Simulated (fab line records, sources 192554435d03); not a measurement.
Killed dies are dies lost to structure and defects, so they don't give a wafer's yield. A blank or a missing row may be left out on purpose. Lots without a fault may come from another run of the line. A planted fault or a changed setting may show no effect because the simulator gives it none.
Split-lot experiment | flow n5_finfet | 7 lots, 21 wafers read, on a route of 1938 steps

THE SPLIT
At N5_PMOS_HMC_CHANNEL_EPI_PEB_07 (peb time 60 s), the setting peb_temp_c was moved away from the recipe's 110 C on 8 of the 21 wafers read, by -1.5% to +2.2%. The other wafers ran this setting at the recipe's value.

FROM THE SPLIT TO THE READING: what the file shows between them, 1 step
- N5_PMOS_HMC_CHANNEL_EPI_DEVELOP_08: develop time 30 s (also split here: develop_time_s)

THE READING
cd_nm, in nm, at N5_PMOS_HMC_CHANNEL_EPI_CD_MEAS_09 (target cd 237.4 nm). Fault-free wafers of this fab line usually give 236.8 nm, standard deviation 0.87 nm.

wafer  | tool, chamber at the split | peb_temp_c as run, C | against the recipe | cd_nm, nm | against lot-mates on the recipe
L074.3 | litho_track-04, 0          | 111.1                | +1.0%              | 241.0     | +2.9
L074.4 | litho_track-04, 0          | 111.1                | +1.0%              | 241.7     | +3.6
L074.6 | litho_track-04, 0          | 110                  | recipe             | 238.1     | -
L075.2 | litho_track-04, 0          | 110                  | recipe             | 235.5     | -
L075.3 | litho_track-04, 0          | 108.4                | -1.5%              | 230.8     | -4.7
L075.5 | litho_track-04, 0          | 108.4                | -1.5%              | 229.5     | -6.0
L083.2 | litho_track-04, 0          | 110                  | recipe             | 239.2     | -
L083.3 | litho_track-04, 0          | 110                  | recipe             | 238.1     | -
L083.4 | litho_track-04, 0          | 110                  | recipe             | 237.8     | -
L088.2 | litho_track-01, 0          | 110                  | recipe             | 237.3     | -
L088.3 | litho_track-01, 0          | 110                  | recipe             | 237.0     | -
L088.5 | litho_track-01, 0          | 110                  | recipe             | 237.6     | -
L091.3 | litho_track-02, 0          | 111.1                | +1.0%              | 239.6     | +2.7
L091.4 | litho_track-02, 0          | 110                  | recipe             | 236.4     | -
L091.5 | litho_track-02, 0          | 110                  | recipe             | 237.4     | -
L096.1 | litho_track-02, 0          | 112.4                | +2.2%              | 244.3     | no lot-mate on the recipe
L096.2 | litho_track-02, 0          | 112.4                | +2.2%              | 243.3     | no lot-mate on the recipe
L096.3 | litho_track-02, 0          | 112.4                | +2.2%              | 245.6     | no lot-mate on the recipe
L097.2 | litho_track-01, 0          | 110                  | recipe             | 236.4     | -
L097.3 | litho_track-01, 0          | 110                  | recipe             | 236.6     | -
L097.4 | litho_track-01, 0          | 110                  | recipe             | 235.7     | -

THE FIT
A straight line over all 21 wafers: cd_nm changes by +3.75 nm for each +1% of peb_temp_c; r = +0.96; the points scatter about the line by 1.1 nm.
The same after taking each lot's own level away (the mean of its wafers on the recipe; 18 wafers): +3.43 nm for each +1%; r = +0.98; scatter 0.5 nm.
On that fit, the largest move of peb_temp_c shifts the reading by 7.5 nm.
The lots' own levels span 235.50 to 238.37 nm, that is 3.3 times the standard deviation above.
So the lot-to-lot level changes the slope little: the two slopes agree.
Check: with one of the wafers moved furthest among these (-1.5%) left out of the fit, the line predicts -5.29 nm for it against its lot-mates. It came out at -4.7 nm against them.

OTHER SPLITS ON THESE WAFERS
These wafers also went through other splits before the reading. Each is held against what the fit with the lots' levels taken away leaves over:
other split on the same wafers                    | wafers away from the commonest value | r with cd_nm (lot level and that fit taken away)
N5_WELL_APT_COAT_19 spin_rpm                      | 7                                    | -0.02
N5_WELL_APT_PEB_23 peb_temp_c                     | 5                                    | -0.55
N5_PMOS_HMC_CHANNEL_EPI_DEVELOP_08 develop_time_s | 4                                    | +0.41

THE WHOLE CHAIN: every reading that the file lists as answering this split, in the file's order
step                               | what it does                                                           | reading                                                                     | change (the file's fit)              | r (the file's)
N5_PMOS_HMC_CHANNEL_EPI_CD_MEAS_09 | target cd 237.4 nm                                                     | cd_nm                                                                       | +3.32 nm for each +1% of the setting | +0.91
N5_PMOS_HMC_CHANNEL_EPI_DESCUM_14  | chemistry O2, time 7.9 s                                               | PMOS_HMC_CHANNEL_EPI.cd_nm (the simulator's own value, which no gauge read) | +3.33 nm for each +1% of the setting | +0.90
N5_PMOS_HMC_CHANNEL_EPI_ETCH_32    | etches BARC in N2/H2, stops on SiO2, target depth 85.8 nm, time 50.3 s | PMOS_HMC_CHANNEL_EPI.cd_nm (the simulator's own value, which no gauge read) | +2.64 nm for each +1% of the setting | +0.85
N5_PMOS_HMC_CHANNEL_EPI_HM_OPEN_15 | chemistry CHF3/O2, target SiO2, target depth 40.6 nm, time 20.3 s      | PMOS_HMC_CHANNEL_EPI.cd_nm (the simulator's own value, which no gauge read) | +2.66 nm for each +1% of the setting | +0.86

THE FILE'S OWN FIT
cd_nm changes by +3.32 nm for each +1% of peb_temp_c, r = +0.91.
